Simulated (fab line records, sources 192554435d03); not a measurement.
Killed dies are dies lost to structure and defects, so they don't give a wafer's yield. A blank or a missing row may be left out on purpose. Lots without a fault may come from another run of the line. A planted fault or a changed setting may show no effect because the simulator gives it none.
fab line records | flow n5_finfet
record lots=5 wafers=12 last_day=18
route steps=1938 shown BEOL_M4@1059 PASSIVATION@1936
lots that met no fault: from a run of the same line without faults
start_h: hours from the record's first day to the start of the lot's first wafer shown | wait_h: hours since the lot's step before | " the same as in the row above | L1.1+2: a row that stands for several wafers | - no value, or no start given | * or withheld: withheld | < > ~ a bound
route shown NAME@n: a module of which the file shows steps, and the number in the route of the first | usual: mean/standard deviation of fault-free wafers | same: alike in all rows | chamber/n: place in a boat | sites: the reading at each site | _std_site: their standard deviation | _edge_site: outer sites' mean less inner sites' | radius_mm: how far each site lies from the wafer's centre | mask NAME#n: copy n | behind: the tool/chamber that last shaped the wafer | hold: why the lot was held/for how many hours/how that ended | device: the transistor (n, p or np) that didn't switch | end of line: the same wafers' tests at the end of the route | a step without rows: its recipe alone | killed: dies lost to structure and defects at the first sort, not the wafer's yield | map: a wafer's dies, x killed, . not, _ none there
set.NAME: the setting as run; set.NAME@STEP: as run at that earlier step | model.NAME: the simulator's own value behind a step, which no gauge read
lots at some steps of the route; a table a step, a row a wafer
services: from which hour (start_h, from the record's first day; less than 0 if before it) a tool's chamber was out of use, for how many hours, and why
## steps
# step N5_BEOL_M4_DESCUM_33
# recipe chemistry=O2 time_s=7 source_power_w=50 bias_power_w=20 pressure_mtorr=20 rf_frequency_hz=2.712e+07 temp_c=40 resist=CAR-EUV o2_flow_sccm=225
# step N5_BEOL_M4_ETCH_77
# recipe chemistry=N2/H2 target=underlayer target_depth_a=65 mask_material=CAR-EUV time_s=5.2 ion_energy_ev=200 pressure_mtorr=30 source_w=840 bias_w=150 n2_flow_sccm=200 h2_flow_sccm=200 ends=cleared
# step N5_BEOL_M4_ETCH_69
# recipe chemistry=CF4 target=SiARC target_depth_a=156 mask_material=CAR-EUV time_s=26 ion_energy_ev=80 pressure_mtorr=40 source_w=545 bias_w=36 Ar_flow_sccm=100 cf4_flow_sccm=100 ends=cleared
# step N5_BEOL_M4_ALD_98
# recipe material=SiO2 target_thk_a=25 temp_c=100 ald_precursor_family=BDEAS ald_co_reactant=O2-plasma pulse_time_s=1 co_reactant_pulse_time_s=1 purge_time_s=2 co_reactant_purge_time_s=2 ald_cycles=17 pressure_torr=2
# step N5_BEOL_M4_ETCHBACK_99
# recipe chemistry=CHF3 target=SiO2 target_depth_a=50 time_s=10.4 source_w=215 bias_w=47 Ar_flow_sccm=200 CHF3_flow_sccm=12 ion_energy_ev=100 pressure_mtorr=30
# step N5_BEOL_M4_ETCH_70
# recipe chemistry=N2/H2 target=SOC target_depth_a=800 overetch_a=240 mask_material=SiARC temp_c=40 time_s=130 ion_energy_ev=200 pressure_mtorr=30 source_w=840 bias_w=150 n2_flow_sccm=200 h2_flow_sccm=200
# step N5_BEOL_M4_STRIP_71
# recipe chemistry=N2/H2 temp_c=40 n2_flow_sccm=200 h2_flow_sccm=200 rf_frequency_hz=6e+07
# step N5_BEOL_M4_STRIP_78
# recipe chemistry=N2/H2 temp_c=40 n2_flow_sccm=200 h2_flow_sccm=200 rf_frequency_hz=6e+07
# step N5_BEOL_M4_VIA_ETCH_34
# recipe chemistry=C4F6/O2 target_depth_a=694 mask_material=SOC pressure_mtorr=15 ion_energy_ev=250 taper_deg=4 time_s=65.9 source_w=350 bias_w=170 Ar_flow_sccm=300 C4F6_flow_sccm=10 O2_flow_sccm=10
# step N5_BEOL_M4_STRIP_83
# recipe chemistry=C4F6/O2 resist=SiARC rf_frequency_hz=6e+07
# step N5_BEOL_M4_STRIP_36
# recipe chemistry=N2/H2 power_w=450 temp_c=40 pressure_mtorr=20 rf_frequency_hz=6e+07 overash_fraction=0.3 bias_power_w=7 h2_frac=0.5 n2_flow_sccm=200 h2_flow_sccm=200
# step N5_BEOL_M4_TRENCH_ETCH_37
# recipe chemistry=C4F6/O2 target_depth_a=555.55 target=SiOC time_s=29.2 ion_energy_ev=250 pressure_mtorr=30 source_w=355 bias_w=185 Ar_flow_sccm=300 C4F6_flow_sccm=10 O2_flow_sccm=10
# usual drypump_motor_current_A=5.8/0.55 oes_product_au=0.82/0.1 rf_vpp_V=658/9.7 run_length_s=52.3/0.39 showerhead_plenum_p_Torr=2.81/0.1 throttle_valve_pct=20.78/0.22
# columns lot.wafer tool chamber start_h wait_h drypump_motor_current_A oes_product_au rf_hours_counter_h rf_vpp_V run_length_s showerhead_plenum_p_Torr throttle_valve_pct model.etch.depth_nm model.BEOL_M4.feature_depth_nm model.TiN_of_BEOL_M4_HM_DEP_02.thk_nm
L219.4 rie_diel-02 2 214.91 - 5.4 0.93 20 669 44.6 3.03 20.77 40.75 40.8 18.6
L219.6 " 1 " " 5.4 0.66 - 663 52.5 2.71 21.01 53.56 53.6 18
L220.1 rie_diel-02 2 219.85 - 5.5 0.92 22 669 44.6 3.02 20.76 40.2 40.2 18.4
L220.4 " 3 " " 6.6 0.67 224 653 44.6 2.69 20.58 39.68 39.6 18.4
L221.4 rie_diel-02 0 222.87 - 5.6 0.72 - 645 44.1 2.69 20.84 40.38 40.4 18.4
L221.6 " 3 " " 6.6 0.67 - 653 52.2 2.69 20.58 54.08 54 17.2
L228.3 rie_diel-06 1 268.90 - 4.9 0.75 152 679 52.2 2.85 20.71 53.92 54 18.2
L228.4 " 0 " " 5.5 0.89 35 640 52.7 3.01 20.68 55.31 55.4 17.8
L228.6 " 1 " " 4.9 0.77 - 678 52.1 2.86 20.70 54.45 54.4 17.8
L234.2 rie_diel-02 0 330.87 - 5.6 0.68 243 646 52.7 2.67 20.90 54.58 54.6 17.8
L234.3 " 1 " " 5.4 0.89 27 672 52.6 3.03 20.71 54.59 54.6 17.4
L234.4 " 2 " " 5.4 0.86 66 669 52.5 3.00 20.84 55.37 55.4 17.6
# step N5_BEOL_M4_ETCH_41
# recipe chemistry=CH3F/O2 target=SiCN target_depth_a=299 taper_deg=2 time_s=52.5 ion_energy_ev=120 mask_material=TiN pressure_mtorr=30 source_w=395 bias_w=75 Ar_flow_sccm=150 CH3F_flow_sccm=30 O2_flow_sccm=20
# step N5_BEOL_M4_STRIP_97
# recipe chemistry=N2/H2 time_s=10 power_w=450 temp_c=40 pressure_mtorr=20 rf_frequency_hz=6e+07 bias_power_w=7 n2_flow_sccm=200 h2_flow_sccm=200
# step N5_BEOL_M4_OCD_MEAS_38
# usual trench_depth_nm=55.3/1.3
# columns lot.wafer tool chamber start_h wait_h trench_depth_nm
L219.4 ocd-01 - 215.07 - 40.9
L219.6 " - " " 53.6
L220.1 ocd-01 - 220.01 - 40.2
L220.4 " - " " 39.7
L221.4 ocd-02 - 223.01 - 40.7
L221.6 " - " " 54.2
L228.3 ocd-01 - 269.05 - 53.7
L228.4 " - " " 55.0
L228.6 " - " " 53.9
L234.2 ocd-02 - 331.03 - 54.7
L234.3 " - " " 54.9
L234.4 " - " " 56.1
# step N5_BEOL_M4_HM_STRIP_39
# recipe chemistry=peroxide_tin_strip material=TiN target_depth_a=250 temp_c=50 time_s=158
# step N5_BEOL_M4_SRD_40
# recipe time_s=30 temp_c=23 rinse_liquid=diw dry=ipa_marangoni
# step N5_BEOL_M4_PRECLEAN_42
# recipe chemistry=residue_remover time_s=60 temp_c=40
# step N5_BEOL_M4_SRD_43
# recipe time_s=30 temp_c=23 rinse_liquid=diw dry=ipa_marangoni
# step N5_BEOL_M4_DEGAS_44
# recipe ambient=vacuum temp_c=250 time_s=60
# step N5_BEOL_M4_PRE_CLEAN_45
# recipe gas=H2/He time_s=30 temp_c=250
# step N5_BEOL_M4_ALD_84
# recipe material=TaN target_thk_a=* temp_c=275 ald_precursor_family=PDMAT ald_co_reactant=NH3 pressure_torr=3 carrier_flow_sccm=1500 pulse_time_s=2 purge_time_s=3 co_reactant_purge_time_s=2 co_reactant_pulse_time_s=3 ald_cycles=30 precursor_vessel_temp_c=75 precursor_vessel_pressure_torr=26.25 precursor_vessel_carrier_sccm=1000
# step N5_BEOL_M4_SURFACE_TREAT_85
# recipe gas=Ar time_s=* ion_energy_ev=* ion_current_ma_cm2=0.5 pressure_mtorr=* ar_flow_sccm=30
# step N5_BEOL_M4_CVD_47
# recipe material=Co target_thk_a=30 temp_c=withheld precursor=CCTBA/H2 pressure_torr=30 time_s=223.8
# step N5_BEOL_M4_SPUTTER_48
# recipe material=Cu target_thk_a=45 temp_c=-20 chamber_pressure_pa=0.07 power_w=withheld time_s=8.29
# step N5_BEOL_M4_ANNEAL_49
# recipe temp_c=400 time_s=240 ambient=vacuum
# step N5_BEOL_M4_SPUTTER_79
# recipe material=Cu target_thk_a=45 temp_c=-20 chamber_pressure_pa=0.07 power_w=withheld time_s=8.29
# step N5_BEOL_M4_ANNEAL_80
# recipe temp_c=400 time_s=240 ambient=vacuum
# step N5_BEOL_M4_SPUTTER_81
# recipe material=Cu target_thk_a=45 temp_c=-20 chamber_pressure_pa=0.07 power_w=withheld time_s=8.29
# step N5_BEOL_M4_ANNEAL_82
# recipe temp_c=400 time_s=240 ambient=vacuum
# step N5_BEOL_M4_SPUTTER_86
# recipe material=Cu target_thk_a=45 temp_c=-20 chamber_pressure_pa=0.07 power_w=withheld time_s=8.29
# step N5_BEOL_M4_ANNEAL_87
# recipe temp_c=400 time_s=240 ambient=vacuum
# step N5_BEOL_M4_SPUTTER_88
# recipe material=Cu target_thk_a=45 temp_c=-20 chamber_pressure_pa=0.07 power_w=withheld time_s=8.29
# step N5_BEOL_M4_ANNEAL_89
# recipe temp_c=400 time_s=240 ambient=vacuum
# step N5_BEOL_M4_SPUTTER_90
# recipe material=Cu target_thk_a=45 temp_c=-20 chamber_pressure_pa=0.07 power_w=withheld time_s=8.29
# step N5_BEOL_M4_ANNEAL_91
# recipe temp_c=400 time_s=240 ambient=vacuum
# step N5_BEOL_M4_SPUTTER_92
# recipe material=Cu target_thk_a=45 temp_c=-20 chamber_pressure_pa=0.07 power_w=withheld time_s=8.29
# step N5_BEOL_M4_ANNEAL_93
# recipe temp_c=400 time_s=240 ambient=vacuum
# step N5_BEOL_M4_SPUTTER_94
# recipe material=Cu target_thk_a=45 temp_c=-20 chamber_pressure_pa=0.07 power_w=withheld time_s=8.29
# step N5_BEOL_M4_ANNEAL_95
# recipe temp_c=400 time_s=240 ambient=vacuum
# step N5_BEOL_M4_CMP_52
# recipe stop_on=SiOC t_overpolish_s=6.8 down_force_psi=1 platen_rpm=50 clearing_platen_down_force_psi=1.5 clearing_platen_rpm=50 post_cmp_clean=cu_alkaline target_thk_nm=40 clearing_platen_pad_velocity_m_s=0.99484 pad_velocity_m_s=0.99484
# usual barrier_field_endpoint_s=24.8/0.6 motor_current_A=5.9/0.53 overpolish_run_s=6.800/0.0098 platen_rpm=50.00/0.032 time_to_endpoint_s=63/3.7
# columns lot.wafer tool chamber start_h wait_h barrier_field_endpoint_s motor_current_A overpolish_run_s platen_rpm time_to_endpoint_s model.Cu_of_BEOL_M4_ECD_50.thk_nm
L219.4 cmp-02 0 219.72 0.2 24.5 5.7 6.803 50.04 63 23.2
L219.6 " 2 " " 24.5 6.6 6.799 50.01 61 37.6
L220.1 cmp-01 3 223.96 0.4 24.3 6.7 6.803 50.00 66 27.6
L220.4 " 1 " " 24.5 5.2 6.789 49.99 59 25.2
L221.4 cmp-02 2 233.88 0.2 24.7 6.0 6.804 50.06 61 24.2
L221.6 " 0 " " 24.1 5.6 6.802 50.08 59 37.8
L228.3 cmp-02 1 272.49 0.2 24.5 5.9 6.794 49.99 64 38.8
L228.4 " 3 " " 24.8 5.7 6.802 49.99 56 39.2
L228.6 " 1 " " 24.9 6.0 6.794 49.98 60 39.6
L234.2 cmp-02 1 339.24 0.2 24.2 5.7 6.810 50.00 62 36.6
L234.3 " 2 " " 24.2 6.4 6.805 49.99 63 37.2
L234.4 " 0 " " 25.3 5.3 6.785 49.99 64 38
# step N5_BEOL_M4_THK_MEAS_53
# recipe thk_meas_gauge=xrf reads=Cu_of_BEOL_M4_ECD_50
# usual M4_THK=39.5/1.7
# columns lot.wafer tool chamber start_h wait_h M4_THK[nm]
L219.4 film_metro-01 - 219.90 - 23.2
L219.6 " - " " 37.7
L220.1 film_metro-02 - 224.22 - 27.6
L220.4 " - " " 25.2
L221.4 film_metro-01 - 234.06 - 24.1
L221.6 " - " " 37.5
L228.3 film_metro-01 - 272.79 - 39.1
L228.4 " - " " 39.7
L228.6 " - " " 39.8
L234.2 film_metro-01 - 339.54 - 36.3
L234.3 " - " " 36.9
L234.4 " - " " 37.8
# step N5_BEOL_M4_RS_MEAS_58
# recipe thk_meas_gauge=four-point-probe reads=Co_of_BEOL_M4_CO_CAP_55+Cu_of_BEOL_M4_ECD_50+Co_of_BEOL_M4_CVD_47+TaN_of_BEOL_M4_ALD_84
# usual M4_RS=0.68/0.036
# columns lot.wafer tool chamber start_h wait_h M4_RS[ohm/sq]
L219.4 film_metro-01 - 220.19 0.1 1.38
L219.6 " - " " 0.73
L220.1 film_metro-02 - 224.49 0.0 1.09
L220.4 " - " " 1.24
L221.4 film_metro-01 - 234.32 0.0 1.31
L221.6 " - " " 0.72
L228.3 film_metro-01 - 273.08 0.1 0.70
L228.4 " - " " 0.69
L228.6 " - " " 0.68
L234.2 film_metro-01 - 339.80 0.1 0.75
L234.3 " - " " 0.74
L234.4 " - " " 0.71
# step N5_BEOL_M4_RC_MEAS_101
# usual DIBL_N=36.2/1.6 DIBL_P=36.1/2 IOFF_N=0.16/0.032 IOFF_P=0.22/0.036 ION_N=672/11 ION_P=463/7.5 SERP_M4=200/15 SERP_M4_max_site=214/17 SS_N=71.4/0.58 SS_P=73.2/0.67 VT_N=250/3.3 VT_P=-250/3.3
# columns lot.wafer tool chamber start_h wait_h DIBL_N[mV/V] DIBL_P[mV/V] IOFF_N[nA/um] IOFF_P[nA/um] ION_N[uA/um] ION_P[uA/um] SERP_M4[ohm/um] SERP_M4_max_site[ohm/um] SS_N[mV/dec] SS_P[mV/dec] VT_N[mV] VT_P[mV]
L219.4 prober-01 0 220.71 0.5 35.3 35.0 0.17 0.23 680 467 405 439 70.9 72.8 246 -246
L219.6 " 0 " " 35.2 34.9 0.15 0.22 666 466 208 223 70.9 72.9 249 -247
L220.1 prober-02 0 224.54 0.0 37.1 38.6 0.16 0.26 656 467 306 326 71.9 73.2 249 -246
L220.4 " 0 " " 39.2 39.8 0.20 0.29 674 468 368 399 71.9 74.0 247 -245
L221.4 prober-02 0 234.84 0.5 33.3 33.7 0.12 0.17 653 455 339 361 71.4 72.2 253 -252
L221.6 " 0 " " 34.8 35.0 0.15 0.21 676 465 207 227 71.6 73.7 248 -248
L228.3 prober-02 0 273.44 0.3 36.3 37.0 0.14 0.22 652 458 205 215 71.4 73.1 257 -250
L228.4 " 0 " " 37.3 38.3 0.16 0.23 672 457 209 224 71.6 73.0 253 -249
L228.6 " 0 " " 36.4 37.1 0.15 0.22 663 467 214 224 71.6 72.8 253 -250
L234.2 prober-02 0 340.00 0.2 36.9 38.3 0.17 0.23 675 469 227 242 71.6 73.0 249 -251
L234.3 " 0 " " 34.1 34.9 0.12 0.19 668 464 223 234 71.0 72.4 254 -252
L234.4 " 0 " " 34.5 35.5 0.14 0.19 671 463 206 233 71.1 72.4 250 -250
# sites SERP_M4 radius_mm=0,75,75,75,75,140,140,140,140
L219.4 439 405 419 409 409 327 323 342 320
L220.1 318 316 326 306 309 289 294 295 296
L221.4 327 361 348 333 333 337 347 339 361
L228.3 207 205 206 207 215 194 197 198 195
L234.2 230 242 232 242 227 211 207 211 207
# step N5_PASSIVATION_PROBE_49
# usual defect_limited_yield=91.4/1.3 killed_at_M0_to_M3=34/10 killed_at_M4_up=14/5.6 killed_at_contacts=13/5.9 killed_at_front_end=37/9.9 killed_at_other=3.5/2.8 killed_dies=101/15 killed_open=67/12 killed_short=32/6.6 sort_bin_5_function=5.0/0.81 sort_bin_6_memory=3.2/0.66 sort_bin_8_speed=0.00/0.007 sort_n_pass=1079/15
# same gross_dies=1180 killed_at_back_side=0 sort_bin_4_leakage[%]=0
# columns lot.wafer tool chamber start_h wait_h defect_limited_yield[%] killed_at_M0_to_M3 killed_at_M4_up killed_at_contacts killed_at_front_end killed_at_other killed_dies killed_open killed_short sort_bin_5_function[%] sort_bin_6_memory[%] sort_bin_8_speed[%] sort_n_pass
L219.4 prober-01 - 328.76 0.2 88.1 24 87 2 28 0 141 42 23 3.0 2.0 6.44 1039
L219.6 prober-01 - 328.86 0.3 92.7 35 14 4 31 2 86 51 34 5.1 1.9 0 1094
L220.1 prober-01 - 336.79 0.0 91.5 26 19 15 40 0 100 59 35 5.3 2.5 0.51 1080
L220.4 prober-01 - 336.94 0.2 86.4 17 58 17 65 3 160 66 40 6.1 2.5 4.07 1020
L221.4 prober-02 - 337.24 0.2 89.3 42 34 12 36 2 126 78 31 5.3 3.9 1.44 1054
L221.6 prober-02 - 337.34 0.3 89.1 57 11 11 45 5 129 86 43 6.4 4.2 0 1051
L228.3 prober-02 - 376.39 0.1 91.7 52 3 6 32 5 98 59 38 4.3 3.6 0 1082
L228.4 prober-02 - 376.44 0.2 90.8 40 12 9 44 3 108 71 34 4.7 4.1 0 1072
L228.6 prober-02 - 376.54 0.3 90.8 52 16 10 31 0 109 75 34 4.7 4.3 0 1071
L234.2 prober-02 - 438.91 0.1 90.8 47 16 9 35 1 108 68 40 5.2 3.6 0 1072
L234.3 prober-02 - 438.96 0.1 91.1 41 14 11 37 2 105 70 35 5.5 2.8 0 1075
L234.4 prober-02 - 439.01 0.2 91.0 38 10 5 49 4 106 65 40 5.0 3.3 0 1074
# killed by level:class
L219.4 BEOL_M4:area_ecd=76 FIN_SAQP:geometric_particle:open=9 BEOL_M3:geometric_particle:open=7 BEOL_M0_SAQP:geometric_particle:short=7 FIN_SAQP:geometric_particle:short=6 DUMMY_GATE:geometric_particle:open=5 BEOL_M6:geometric_particle:open=4 BEOL_M0_SAQP:geometric_particle:open=3
L219.6 BEOL_M2:geometric_particle:open=12 FIN_SAQP:geometric_particle:open=8 FIN_SAQP:geometric_particle:short=7 BEOL_M0_SAQP:geometric_particle:short=5 BEOL_M1:geometric_particle:open=5 BEOL_M5:geometric_particle:open=4 DUMMY_GATE:geometric_particle:open=3 ILD0:geometric_particle:short=3
L220.1 MOL_CONTACT_COAG:geometric_particle:open=11 FIN_SAQP:geometric_particle:short=8 FIN_SAQP:geometric_particle:open=7 BEOL_M3:geometric_particle:open=7 BEOL_M4:geometric_particle:open=7 BEOL_M4:area_ecd=6 STARTING-WAFER:geometric_particle:open=5 GATE_CUT:geometric_particle:short=4
L220.4 BEOL_M4:area_ecd=48 STI_FIN_REVEAL:geometric_particle:open=12 MOL_CONTACT_COAG:geometric_particle:open=12 GATE_CUT:geometric_particle:short=10 DUMMY_GATE:geometric_particle:open=9 FIN_SAQP:geometric_particle:open=6 STARTING-WAFER:geometric_particle:open=6 HKMG_FIN:area_etch=6
L221.4 BEOL_M4:area_ecd=17 MOL_CONTACT_COAG:geometric_particle:open=12 STI_FIN_REVEAL:geometric_particle:open=11 BEOL_M0_SAQP:geometric_particle:short=10 BEOL_M0_SAQP:geometric_particle:open=9 DUMMY_GATE:geometric_particle:open=8 BEOL_M4:geometric_particle:open=6 BEOL_M2:geometric_particle:open=6
L221.6 BEOL_M0_SAQP:geometric_particle:short=14 BEOL_M0_SAQP:geometric_particle:open=13 BEOL_M1:geometric_particle:open=11 DUMMY_GATE:geometric_particle:open=9 MOL_CONTACT_COAG:geometric_particle:open=9 FIN_SAQP:geometric_particle:short=7 STI_FIN_REVEAL:geometric_particle:open=7 BEOL_M2:geometric_particle:open=7
L228.3 BEOL_M0_SAQP:geometric_particle:open=12 BEOL_M0_SAQP:geometric_particle:short=10 BEOL_M1:geometric_particle:open=10 FIN_SAQP:geometric_particle:open=7 BEOL_M2:geometric_particle:open=6 STI_FIN_REVEAL:geometric_particle:open=5 MOL_CONTACT_COAG:geometric_particle:open=4 BEOL_M2:geometric_particle:short=4
L228.4 FIN_SAQP:geometric_particle:open=10 FIN_SAQP:geometric_particle:short=9 BEOL_M0_SAQP:geometric_particle:open=9 BEOL_M1:geometric_particle:open=8 MOL_CONTACT_COAG:geometric_particle:open=6 BEOL_M0_SAQP:geometric_particle:short=6 BEOL_M2:geometric_particle:open=6 ILD0:geometric_particle:short=5
L228.6 BEOL_M0_SAQP:geometric_particle:open=16 BEOL_M0_SAQP:geometric_particle:short=12 FIN_SAQP:geometric_particle:short=10 MOL_CONTACT_COAG:geometric_particle:open=9 BEOL_M3:geometric_particle:open=7 BEOL_M4:geometric_particle:open=7 FIN_SAQP:geometric_particle:open=5 STI_FIN_REVEAL:geometric_particle:open=4
L234.2 BEOL_M0_SAQP:geometric_particle:open=21 BEOL_M0_SAQP:geometric_particle:short=15 FIN_SAQP:geometric_particle:short=8 STI_FIN_REVEAL:geometric_particle:open=7 FIN_SAQP:geometric_particle:open=6 MOL_CONTACT_COAG:geometric_particle:open=6 BEOL_M3:geometric_particle:open=4 BEOL_M2:geometric_particle:open=4
L234.3 BEOL_M0_SAQP:geometric_particle:open=16 BEOL_M0_SAQP:geometric_particle:short=13 MOL_CONTACT_COAG:geometric_particle:open=11 GATE_CUT:geometric_particle:short=8 STI_FIN_REVEAL:geometric_particle:open=7 FIN_SAQP:geometric_particle:open=6 BEOL_M2:geometric_particle:open=6 BEOL_M5:geometric_particle:open=6
L234.4 BEOL_M0_SAQP:geometric_particle:short=14 BEOL_M0_SAQP:geometric_particle:open=9 DUMMY_GATE:geometric_particle:open=8 STI_FIN_REVEAL:geometric_particle:open=7 STARTING-WAFER:geometric_particle:short=6 BEOL_M3:geometric_particle:open=6 FIN_SAQP:geometric_particle:open=5 SPACER0:geometric_particle:open=4
# map L219.4 (x killed, . not)
_________________..x...x.....________________
______________..x..............._____________
___________.....x........x.x......x__________
__________............x............._________
________..............x......xx...x..._______
_______..xx......................xx....______
______........x...............x.x.x....._____
_____......x..x..x......x......x.........____
____.........x............x..x...xx....x..___
___.x.........x...x..x...x..............x..__
___............x...x....x...............x..__
__......x..x.xx.......x......x....x.x......._
__..............xx.x.xxx.......x...xx......._
_.............x...x..........x......xx..x....
_.........x.x....x.......x.........x...x.....
_............x.x..x....x.....................
_......xx........xx.....x....................
_.........x.....x....x......x.x..x...........
_........x.x.x...............................
_...............x..........x........x.....x..
_..............x..x.x......x...x..x..........
__...x..........x...x..xx.x......x.........._
__x..........x.....x..xx......x.x..........._
___..........x......x.....x.........x......__
___.......x...x.x..x.x........x...........x__
____...............x...x..................___
_____.............x....x....x............____
______......x.x..................x......_____
_______......x.........................______
________........x.........x..........._______
__________x..........x.............._________
___________.........x.x.....x......__________
______________.................._____________
_________________x..x........________________
# map L220.4 (x killed, . not)
_________________............________________
______________.....x.....x......_____________
___________x..x...x...x.........x..__________
__________....x..x..x.......x...x.x._________
________......x..x.x..............x..._______
_______.............x..x.x.x......x....______
______.x..............x..xxx............_____
_____....x...x.......x....x..............____
____........x.............x.......x....x..___
___x.x....................x.........x......__
___...................x.x..x....x.xx.......__
__..........x............x.................._
__..............x......x.........xx........._
_....x......xx......................xx....x..
_..x.....x..x..........x..................x..
_.x.x.......x..x...x.xx..x.x..x....x..x......
_x.x.....x....xx...xx....x.xx..........x.....
_..x....x....x....x...........x..........x.x.
_......x.....x.....x.....x..x..........x.....
_................x.....x..x......x.....x..xx.
_..........x...........x...........x......x.x
__..x..x.........x..x....x.....x....x......._
__.......x..x.....x..........x.x...........x_
___x........................x...x.........x__
___............................x.x.........__
____x.................x.......xx.....x....___
_____...x...........x....................____
______....x........x.....x.x.....x....xx_____
_______.........x....x...x......x......______
________......x............x.........._______
__________..x..x.......x......x....._________
___________....x.x.x......x........__________
______________.x....x..........._____________
_________________...x........________________
## services
# columns tool chamber start_h hours kind
cmp-01 - 209.41 4.0 pm
rie_diel-02 1 209.60 1.2 repair
rie_diel-06 2 212.80 6.6 repair
cmp-01 - 213.41 - consumable_replace:conditioner
cmp-01 - 213.41 - consumable_replace:pad
rie_diel-02 1 219.98 - clean
rie_diel-02 1 219.98 - consumable_replace:focus_ring
rie_diel-02 1 219.98 - consumable_replace:showerhead
rie_diel-02 1 219.98 28.3 scheduled_down
rie_diel-02 1 219.98 28.3 vent_cycle
cmp-02 - 231.37 0.9 repair
rie_diel-02 0 262.90 4.5 repair
rie_diel-02 3 287.94 - clean
rie_diel-02 3 287.94 - consumable_replace:focus_ring
rie_diel-02 3 287.94 - consumable_replace:showerhead
rie_diel-02 3 287.94 28.8 scheduled_down
rie_diel-02 3 287.94 28.8 vent_cycle
cmp-01 - 291.99 1.7 repair
rie_diel-06 0 323.70 2.2 repair
cmp-02 - 337.85 1.1 repair
## key
first_sign step=N5_BEOL_M4_TRENCH_ETCH_37 reading=run_length_s direction=down sigmas=20 usual=* struck=*
effect step=N5_BEOL_M4_OCD_MEAS_38 reading=trench_depth_nm direction=down sigmas=12 usual=55.3 struck=40.4
effect step=N5_BEOL_M4_THK_MEAS_53 reading=M4_THK direction=down sigmas=8.8 usual=39.5 struck=25.0
effect step=N5_BEOL_M4_RS_MEAS_58 reading=M4_RS direction=up sigmas=16 usual=0.68 struck=1.26
effect step=N5_BEOL_M4_RC_MEAS_101 reading=SERP_M4 direction=up sigmas=10 usual=200 struck=355
effect step=N5_BEOL_M4_RC_MEAS_101 reading=SERP_M4_max_site direction=up sigmas=10 usual=214 struck=381
effect step=N5_PASSIVATION_PROBE_49 reading=sort_bin_8_speed direction=up sigmas=37 usual=0.00 struck=3.11
model_effect step=N5_BEOL_M4_TRENCH_ETCH_37 value=etch.depth_nm without=54.87 struck=40.25
model_effect step=N5_BEOL_M4_CMP_52 value=Cu_of_BEOL_M4_ECD_50.thk_nm without=39.65 struck=25.05
met_at N5_BEOL_M4_TRENCH_ETCH_37
struck_wafers L219.4,L220.1,L220.4,L221.4
fault kind=process_parameter_drift tool=rie_diel-02 chamber=- onset_h=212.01 steps=N5_BEOL_M4_TRENCH_ETCH_37 channel=time_s offset=* shape=step end_h=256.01 scope=struck_wafers_only acts_in=* stated=*
